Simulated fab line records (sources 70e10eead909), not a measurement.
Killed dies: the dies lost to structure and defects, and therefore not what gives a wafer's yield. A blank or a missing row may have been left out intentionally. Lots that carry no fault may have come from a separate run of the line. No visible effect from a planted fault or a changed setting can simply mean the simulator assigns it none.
Comparing a struck lot with a sound one + flow nand_harc + 37 steps out of a route of 1302
Sound: wafers L988.1, L988.4, L988.5. Struck: wafer L100.5 (left out: L100.1, L100.6 of the same lot, which were not struck); the cause appears at the end.
For every step that has rows: the tool of each side, followed by ch and its chambers, followed by its first start. Under that, the readings that differ: sound wafers + struck wafers + difference of the means + sigmas: that difference in standard deviations of wafers without a fault.
alike: words and numbers the same on both sides, and readings whose means are apart by under 2 such deviations; not compared: readings that were withheld, readings missing a value for some wafer, numbers with overlapping values and no deviation given by the record, and bounds like >300 which may hide the same value.
The two part at a step that has a row with sigmas, a row that says differs or no value, or rows on one side only. Non-overlapping numbers with no deviation appear without sigmas and do not part them. A reading missing from all wafers of one side parts the sides only when that side holds two or more wafers.

first, 4 steps without rows for these wafers: NHARC_A_STAIRCASE_EXPOSE_438 (exposes mask STAIR REV); NHARC_A_STAIRCASE_PEB_439 (peb time 130 s); NHARC_A_STAIRCASE_DEVELOP_440 (time 140 s); NHARC_A_STAIRCASE_HARDBAKE_442 (time 140 s).
NHARC_A_STAIRCASE_DESCUM_443: chemistry O2, time 3 s.
  sound on rie_diel-05 ch 1,2,3, day 18 20:09; struck on rie_diel-05 ch 2, day 23 16:13
  alike: drypump_motor_current_A, oes_product_au, rf_vpp_V, showerhead_plenum_p_Torr, throttle_valve_pct
  not compared: rf_hours_counter_h
then, 1 step without rows for these wafers: NHARC_A_STAIRCASE_ETCH_444 (etches the open film in C4F8/O2, target depth 20400 nm, time 6800 s).
NHARC_A_STAIRCASE_STRIP_446: strips in O2.
  sound on plasma_asher-01 ch 0,1, day 19 00:53; struck on plasma_asher-01 ch 1, day 23 20:39
  alike: drypump_motor_current_A, heater_power_w
  not compared: rf_hours_counter_h
then, 3 steps without rows for these wafers: NHARC_A_STAIRCASE_STRIP_447 (strips in SPM, time 900 s); NHARC_A_STAIRCASE_PRECLEAN_448 (cleans in SC1); NHARC_A_STAIRCASE_SRD_449.
NHARC_A_STAIRCASE_CMP_450: polishes SiO2, target thk 200 nm.
  sound on cmp-03 ch 0,2,3, day 19 01:40; struck on cmp-02 ch 1, day 23 21:29
  alike: motor_current_A
then, 6 steps without rows for these wafers: NHARC_A_STAIRCASE_CMP_152 (polishes); NHARC_A_STAIRCASE_SRD_154; NHARC_A_STAIRCASE_ETCH_403 (etches SiO2 in dHF, target depth 108.2 nm); NHARC_A_STAIRCASE_ETCHBACK_422 (etches the open film in CH3F/O2, target depth 40 nm, time 74.286 s); NHARC_A_STAIRCASE_ETCH_423 (etches SiO2 in dHF, target depth 30 nm); NHARC_A_STAIRCASE_ETCHBACK_157 (etches the open film in CH3F/O2, target depth 90 nm, time 167.14 s).
NHARC_A_STAIRCASE_STRIP_475: strips in O2, time 20 s.
  sound on rie_diel-03 ch 1,2; struck on rie_diel-03 ch 2
| reading      | sound          | struck | difference | sigmas |
|--------------|----------------|--------|------------|--------|
| rf_vpp_V (V) | 57.5 57.6 59.2 | 55.5   | -2.6       | -3     |
  alike: drypump_motor_current_A, oes_product_au, showerhead_plenum_p_Torr, throttle_valve_pct
  not compared: rf_hours_counter_h
then, 3 steps without rows for these wafers: NHARC_A_STAIRCASE_DEP_471 (deposits SiO2, target thk 100 nm); NHARC_A_STAIRCASE_CMP_472 (polishes SiO2); NHARC_A_STAIRCASE_SRD_474.
NHARC_A_SGD_CUT_DEP_00: deposits SiNx, target thk 50 nm.
  sound on pecvd-03 ch 1,2, day 19 03:34; struck on pecvd-01 ch 0, day 23 23:20
  alike: heater_power_w, susceptor_temp_C
then, 10 steps without rows for these wafers: NHARC_A_SGD_CUT_DEHYDRATE_01 (time 120 s); NHARC_A_SGD_CUT_HMDS_02 (time 30 s); NHARC_A_SGD_CUT_COAT_56 (time 75 s); NHARC_A_SGD_CUT_COAT_57 (time 65 s); NHARC_A_SGD_CUT_COAT_03 (resist thk 90 nm); NHARC_A_SGD_CUT_SOFTBAKE_04 (time 55 s); NHARC_A_SGD_CUT_EBR_05; NHARC_A_SGD_CUT_EXPOSE_06 (exposes mask SGD); NHARC_A_SGD_CUT_PEB_07 (peb time 65 s); NHARC_A_SGD_CUT_DEVELOP_08 (develop time 35 s).
NHARC_A_SGD_CUT_CD_MEAS_09 targets a cd of 100 nm.
  sound on cd_sem-01 ch 0, day 19 04:15; struck on cd_sem-02 ch 0, day 24 00:01
  alike: cd_nm
NHARC_A_SGD_CUT_OVL_MEAS_10:
  sound: overlay-02 at day 19 04:20; struck: overlay-01 at day 24 00:07
| reading           | sound       | struck | difference | sigmas |
|-------------------|-------------|--------|------------|--------|
| overlay_x_nm (nm) | 0.6 0.7 1.1 | -1.5   | -2.3       | -3     |
  alike: overlay_y_nm
NHARC_A_SGD_CUT_DESCUM_14: chemistry O2, time 3 s.
  sound on rie_diel-02 ch 0,1,3, day 19 04:28; struck on rie_diel-02 ch 2, day 24 00:14
| reading                     | sound       | struck | difference | sigmas |
|-----------------------------|-------------|--------|------------|--------|
| drypump_motor_current_A (A) | 6.1 6.1 5.8 | 5.2    | -0.8       | -2     |
  alike: oes_product_au, rf_vpp_V, showerhead_plenum_p_Torr, throttle_valve_pct
  not compared: rf_hours_counter_h
then, 1 step without rows for these wafers: NHARC_A_SGD_CUT_ETCH_58 (etches the open film in CF4, target depth 39 nm, time 65 s).
-- jump in the record: it breaks off in module A_SGD_CUT and resumes in module END (first step shown: number 1302 of the route), and 5 days separate the struck wafers' starts before and after --
NHARC_END_SORT_01:
  here the record holds rows for the struck wafers (prober-01 ch 0, day 29 07:19) but none for the sound ones

WHERE THEY PART
Last at NHARC_END_SORT_01 as far as this record goes, first at NHARC_A_STAIRCASE_STRIP_475.

WHY: whatever the simulator had introduced
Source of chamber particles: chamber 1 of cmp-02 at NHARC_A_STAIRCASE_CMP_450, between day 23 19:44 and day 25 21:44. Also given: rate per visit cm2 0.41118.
